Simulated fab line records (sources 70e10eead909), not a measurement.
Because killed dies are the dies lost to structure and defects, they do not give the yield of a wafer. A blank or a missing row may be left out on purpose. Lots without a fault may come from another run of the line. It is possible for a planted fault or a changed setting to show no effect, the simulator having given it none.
Matching of chambers -- flow nand harc -- rie diel-03 running NHARC_P_GATE_DESCUM_93: 4 sister chambers
The step chemistry O2, time 3 s. 16 wafers are shown with their chamber, then 8 later ones without.

## EACH WAFER AND ITS CHAMBER
wafer,chamber,drypump motor current A (A),throttle valve pct (%),oes product au (a.u.)
L836.2,2,6.2,11.302,1.010
L836.4,3,6.6,11.317,0.992
L836.5,2,6.2,11.315,1.000
L840.3,3,6.5,11.307,1.003
L840.4,1,5.7,11.298,0.997
L840.5,0,6.0,11.306,0.996
L843.2,1,5.7,11.315,0.993
L843.3,0,6.0,11.310,1.000
L843.6,0,6.0,11.307,1.001
L845.1,2,6.2,11.301,1.006
L845.3,3,6.5,11.317,1.009
L845.5,3,6.6,11.323,1.007
L844.3,1,5.7,11.301,1.003
L844.4,2,6.2,11.301,1.008
L844.6,3,6.5,11.319,0.994
L846.1,3,6.5,11.315,1.000

SIGNATURES, as means of the wafers listed above
reading,chamber 0,chamber 1,chamber 2,chamber 3,scatter within a chamber
drypump motor current A,6.000,5.700,6.200,6.533,0.0333
throttle valve pct,11.30767,11.30467,11.30475,11.31633,0.00616
oes product au,0.99900,0.99767,1.00600,1.00083,0.00544
Rule: distance of a wafer from a chamber = root of the sum over the readings of ((wafer's reading minus chamber's mean) / reading's scatter) squared. If the next closest chamber is less than 2 further off than the closest, the wafer can't be placed; otherwise it belongs to the closest. How the scatter is found: for the shown wafers, subtract from each reading the mean of its chamber, square and add these, divide the total by (wafers less chambers), then take the root.

## WAFERS WHOSE CHAMBER IS MISSING
wafer,drypump motor current A (A),throttle valve pct (%),oes product au (a.u.)
L846.3,5.7,11.317,0.999
L846.6,6.0,11.316,1.006
L847.3,6.2,11.310,1.000
L847.4,5.7,11.313,1.005
L847.5,6.5,11.311,1.007
L849.2,6.5,11.299,1.007
L849.5,6.2,11.309,1.003
L849.6,6.5,11.312,1.003

## WHICH CHAMBER EACH ONE RAN IN
wafer,from the rows above,in truth
L846.3,1,1
L846.6,0,0
L847.3,2,2
L847.4,1,1
L847.5,3,3
L849.2,3,3
L849.5,2,2
L849.6,3,3
8 of 8 placed correctly. Number that these rows cannot place: 0. Wrongly placed: 0.
